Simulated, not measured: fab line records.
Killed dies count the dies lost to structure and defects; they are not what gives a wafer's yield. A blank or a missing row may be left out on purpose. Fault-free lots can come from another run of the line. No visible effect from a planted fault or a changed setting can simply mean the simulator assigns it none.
Chamber matching	flow n5 finfet	3 sister chambers for N5_BEOL_M0_SAQP_HM_DEP_111 on pecvd-02
The step deposits SiO2 from SiH4/N2O, target thk 12 nm, time 7.2 s. 3 wafers are shown with their chamber, then 9 later ones without.

## WAFERS, EACH WITH ITS CHAMBER
wafer	chamber	showerhead plenum p Torr (Torr)
L080.2	0	8.08
L083.4	1	7.94
L083.6	2	8.31

## WAFERS WHOSE CHAMBER IS MISSING
wafer	showerhead plenum p Torr (Torr)
L085.2	8.32
L085.3	7.93
L085.4	7.92
L089.3	8.10
L089.4	8.10
L089.6	8.31
L093.2	8.32
L093.4	7.93
L093.5	8.08

## WHICH CHAMBER EACH ONE RAN IN
wafer	from the rows above	in truth
L085.2	2	2
L085.3	1	1
L085.4	1	1
L089.3	0	0
L089.4	0	0
L089.6	2	2
L093.2	2	2
L093.4	1	1
L093.5	0	0
Placed correctly: 9 of 9. Number that these rows cannot place: 0. Wrongly placed: 0.
How it was worked out, from the rows above alone: a wafer's distance from a chamber is the root of the sum, over the readings, of the square of ((its reading less the chamber's mean) divided by the reading's scatter). If the next closest chamber is less than 2 further off than the closest, the wafer can't be placed; otherwise it belongs to the closest. A chamber's mean is the mean of its shown wafers. The scatter: root of mean squared gap, hidden wafer to nearest shown wafer, with one shown wafer a chamber.
